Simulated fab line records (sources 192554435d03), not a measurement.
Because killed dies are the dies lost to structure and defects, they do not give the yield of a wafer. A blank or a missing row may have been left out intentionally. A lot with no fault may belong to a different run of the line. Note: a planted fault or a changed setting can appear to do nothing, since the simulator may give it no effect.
Which of the tools did it? -- flow n5 finfet -- 24 lots, 72 wafers sampled, at 5 steps of a route of 1938

WHAT THE GAUGES SHOWED, per wafer
N5_BEOL_M5_RS_MEAS_57: measures by four-point-probe. Usual: M5_RS 0.395 ohm/sq, standard deviation 0.014.
lot,measured,on,M5_RS (ohm/sq),flag
L074,day 8 08:29,film metro-02,0.403 0.405 0.389,
L075,day 8 09:44,film metro-01,0.397 0.406 0.416,
L076,day 8 23:04,film metro-02,0.383 0.384 0.368,
L077,day 9 02:22,film metro-01,0.368 0.389 0.405,
L078,day 9 12:04,film metro-01,0.420 0.425 0.403,
L080,day 9 16:32,film metro-01,0.407 0.401 0.394,
L079,day 9 20:19,film metro-02,0.393 0.406 0.405,
L081,day 10 02:50,film metro-01,0.394 0.385 0.394,
L082,day 10 03:48,film metro-02,0.400 0.367 0.408,
L083,day 10 18:12,film metro-02,0.385 0.392 0.400,
L084,day 11 03:24,film metro-02,0.408 0.400 0.412,
L086,day 11 05:39,film metro-01,0.392 0.428 0.426,
L085,day 11 08:47,film metro-01,0.376 0.399 0.406,
L087,day 11 19:02,film metro-01,0.377 0.395 0.411,
L088,day 12 06:16,film metro-02,0.389 0.394 0.396,
L089,day 12 06:29,film metro-01,0.401 0.372 0.380,
L090,day 12 09:14,film metro-01,0.398 0.388 0.401,
L091,day 12 21:30,film metro-01,0.407 0.392 0.411,
L092,day 13 02:12,film metro-01,0.368 0.382 0.387,
L093,day 13 06:47,film metro-02,0.356 0.399 0.398,
L094,day 13 10:34,film metro-02,0.401 0.381 0.409,
L095,day 13 12:55,film metro-02,0.378 0.364 0.394,
L096,day 14 00:51,film metro-01,0.393 0.401 0.406,
L097,day 14 03:45,film metro-01,0.402 0.380 0.382,

N5_BEOL_M6_INSPECT_30: inspects for defects (brightfield). Usual: raw defect count at 437, with a standard deviation of 89.
lot,measured,on,raw defect count,flag
L074,day 8 13:24,defect inspect-02,448 340 488,
L075,day 8 13:22,defect inspect-01,475 354 422,
L076,day 9 02:38,defect inspect-01,425 523 345,
L077,day 9 05:44,defect inspect-02,521 596 494,
L078,day 9 15:26,defect inspect-02,341 435 390,
L080,day 9 20:26,defect inspect-01,358 458 465,
L079,day 10 01:07,defect inspect-02,474 484 494,
L081,day 10 06:13,defect inspect-01,346 316 402,
L082,day 10 06:40,defect inspect-01,477 356 499,
L083,day 10 23:23,defect inspect-01,552 538 708,
L084,day 11 08:50,defect inspect-01,537 385 577,
L086,day 11 08:40,defect inspect-02,368 467 507,
L085,day 11 12:35,defect inspect-02,382 342 327,
L087,day 11 22:37,defect inspect-02,351 341 344,
L088,day 12 11:40,defect inspect-02,360 673 349,
L089,day 12 11:43,defect inspect-02,369 387 501,
L090,day 12 11:48,defect inspect-01,403 301 446,
L091,day 13 01:50,defect inspect-01,438 437 497,
L092,day 13 05:49,defect inspect-02,362 490 321,
L093,day 13 11:00,defect inspect-02,483 447 474,
L094,day 13 15:13,defect inspect-02,447 421 520,
L095,day 13 17:59,defect inspect-01,432 369 418,
L096,day 14 04:21,defect inspect-02,590 581 484,
L097,day 14 08:28,defect inspect-02,444 405 424,

N5_BEOL_M6_OCD_MEAS_38. Usual: trench depth nm at 93.9 nm, with a standard deviation of 1.4.
lot,measured,on,trench depth nm (nm),flag
L074,day 8 14:17,ocd-01,94.7 95.6 93.4,
L075,day 8 13:54,ocd-02,94.7 92.3 94.3,
L076,day 9 03:13,ocd-01,94.2 93.9 92.1,
L077,day 9 06:26,ocd-01,93.4 94.5 94.0,
L078,day 9 15:54,ocd-02,93.2 93.5 92.5,
L080,day 9 20:54,ocd-02,93.8 92.9 94.6,
L079,day 10 01:35,ocd-01,95.0 92.5 94.9,
L081,day 10 06:40,ocd-02,94.2 93.3 92.3,
L082,day 10 07:07,ocd-02,97.7 93.1 92.9,
L083,day 11 00:08,ocd-02,94.8 97.2 96.8,
L084,day 11 09:35,ocd-01,93.6 92.8 95.1,
L086,day 11 09:28,ocd-02,93.6 92.2 93.9,
L085,day 11 13:07,ocd-01,93.3 95.5 95.2,
L087,day 11 23:05,ocd-01,93.0 93.9 97.8,
L088,day 12 12:08,ocd-02,94.7 94.9 93.6,
L089,day 12 12:17,ocd-02,95.4 94.5 95.9,
L090,day 12 12:34,ocd-01,95.9 92.9 92.7,
L091,day 13 02:19,ocd-02,95.7 93.3 94.2,
L092,day 13 06:18,ocd-01,94.9 93.5 93.7,
L093,day 13 11:28,ocd-01,92.5 92.0 92.3,
L094,day 13 15:41,ocd-01,91.7 93.5 96.2,
L095,day 13 18:27,ocd-01,93.2 94.7 93.1,
L096,day 14 04:49,ocd-01,93.5 91.2 94.4,
L097,day 14 09:06,ocd-02,96.0 93.9 96.4,

TOOL THAT RAN EACH LOT (tool first, then ch and the chambers of the sampled wafers, then the start)
lot,N5_BEOL_M5_SPUTTER_48,N5_BEOL_M5_ANNEAL_51
L074,"pvd sputter-03, day 8 03:05","rtp anneal-02 ch 0, day 8 07:43"
L075,"pvd sputter-02, day 8 03:58","rtp anneal-02 ch 0, day 8 08:53"
L076,"pvd sputter-03, day 8 17:40","rtp anneal-01 ch 0, day 8 22:19"
L077,"pvd sputter-01, day 8 20:55","rtp anneal-02 ch 0, day 9 01:31"
L078,"pvd sputter-03, day 9 06:39","rtp anneal-01 ch 0, day 9 11:12"
L080,"pvd sputter-01, day 9 11:08","rtp anneal-02 ch 0, day 9 15:41"
L079,"pvd sputter-02, day 9 13:59","rtp anneal-02 ch 0, day 9 19:25"
L081,"pvd sputter-03, day 9 21:22","rtp anneal-02 ch 0, day 10 02:01"
L082,"pvd sputter-02, day 9 22:09","rtp anneal-02 ch 0, day 10 02:42"
L083,"pvd sputter-03, day 10 12:43","rtp anneal-01 ch 0, day 10 17:23"
L084,"pvd sputter-02, day 10 21:59","rtp anneal-01 ch 0, day 11 02:37"
L086,"pvd sputter-01, day 11 00:09","rtp anneal-01 ch 0, day 11 04:49"
L085,"pvd sputter-03, day 11 03:23","rtp anneal-02 ch 0, day 11 07:59"
L087,"pvd sputter-01, day 11 13:34","rtp anneal-01 ch 0, day 11 18:16"
L088,"pvd sputter-02, day 12 00:52","rtp anneal-02 ch 0, day 12 05:25"
L089,"pvd sputter-01, day 12 00:59","rtp anneal-01 ch 0, day 12 05:37"
L090,"pvd sputter-03, day 12 03:05","rtp anneal-02 ch 0, day 12 08:25"
L091,"pvd sputter-02, day 12 16:06","rtp anneal-02 ch 0, day 12 20:39"
L092,"pvd sputter-02, day 12 20:47","rtp anneal-02 ch 0, day 13 01:20"
L093,"pvd sputter-03, day 13 01:23","rtp anneal-01 ch 0, day 13 05:59"
L094,"pvd sputter-01, day 13 05:10","rtp anneal-01 ch 0, day 13 09:43"
L095,"pvd sputter-02, day 13 07:29","rtp anneal-02 ch 0, day 13 12:05"
L096,"pvd sputter-02, day 13 19:18","rtp anneal-02 ch 0, day 13 23:53"
L097,"pvd sputter-03, day 13 22:20","rtp anneal-01 ch 0, day 14 02:54"
- N5_BEOL_M5_SPUTTER_48: material Cu, target thk 15 nm, time 27.62 s.
- N5_BEOL_M5_ANNEAL_51: time 90 s.

AS READ BY THE TOOLS THEMSELVES (means over the sampled wafers that have a number; for cases with no such wafer, the mark the record gives instead)
N5_BEOL_M5_SPUTTER_48. Usual: throttle valve pct at 29.9 %, with a standard deviation of 1.2.
lot,tool,throttle valve pct (%),flag
L074,pvd sputter-03,30.0,
L075,pvd sputter-02,29.1,
L076,pvd sputter-03,31.4,
L077,pvd sputter-01,29.7,
L078,pvd sputter-03,30.2,
L080,pvd sputter-01,29.9,
L079,pvd sputter-02,29.0,
L081,pvd sputter-03,30.2,
L082,pvd sputter-02,28.6,
L083,pvd sputter-03,30.7,
L084,pvd sputter-02,28.9,
L086,pvd sputter-01,29.3,
L085,pvd sputter-03,31.3,
L087,pvd sputter-01,29.8,
L088,pvd sputter-02,29.5,
L089,pvd sputter-01,29.8,
L090,pvd sputter-03,31.6,
L091,pvd sputter-02,28.6,
L092,pvd sputter-02,28.3,
L093,pvd sputter-03,30.0,
L094,pvd sputter-01,30.0,
L095,pvd sputter-02,28.4,
L096,pvd sputter-02,30.1,
L097,pvd sputter-03,30.9,

N5_BEOL_M5_ANNEAL_51. Usual: anneal temp c max 225.85, standard deviation 0.24; wafer_temp_C_max 226.1, standard deviation 0.51.
lot,tool,anneal temp c max,wafer_temp_C_max,flag
L074,rtp anneal-02,226.06,225.8,
L075,rtp anneal-02,225.81,225.9,
L076,rtp anneal-01,225.99,226.5,
L077,rtp anneal-02,225.68,225.9,
L078,rtp anneal-01,225.67,226.8,
L080,rtp anneal-02,225.90,225.4,
L079,rtp anneal-02,225.89,225.6,
L081,rtp anneal-02,225.98,225.7,
L082,rtp anneal-02,225.58,225.6,
L083,rtp anneal-01,226.19,226.9,
L084,rtp anneal-01,225.70,226.6,
L086,rtp anneal-01,225.78,226.5,
L085,rtp anneal-02,225.82,225.4,
L087,rtp anneal-01,226.08,226.2,
L088,rtp anneal-02,225.59,225.7,
L089,rtp anneal-01,225.90,226.2,
L090,rtp anneal-02,225.95,225.6,
L091,rtp anneal-02,225.73,225.7,
L092,rtp anneal-02,225.73,225.8,
L093,rtp anneal-01,225.96,226.9,
L094,rtp anneal-01,226.06,226.4,
L095,rtp anneal-02,225.71,226.1,
L096,rtp anneal-02,226.01,226.0,
L097,rtp anneal-01,225.81,226.4,

THE ANSWER, worked out from the rows above alone
Rule: take the mean of a lot's wafers that have a number; if it is more than 3 standard deviations from the usual mean, the lot is off. Also off: a lot with no number at a reading for which 4 or more lots have one. Where the step has rows for the other lots, those lots are counted as sound. Order of review: gauges by route order, followed by the tools' own readings, for which a lot's mean as printed above is used. At the first step where some lot is off, the reading lying furthest off is the one used; lots without a number count as furthest.
None of the lots is off at any reading shown; this tells nothing.

WHAT WAS PUT IN BY THE SIMULATOR
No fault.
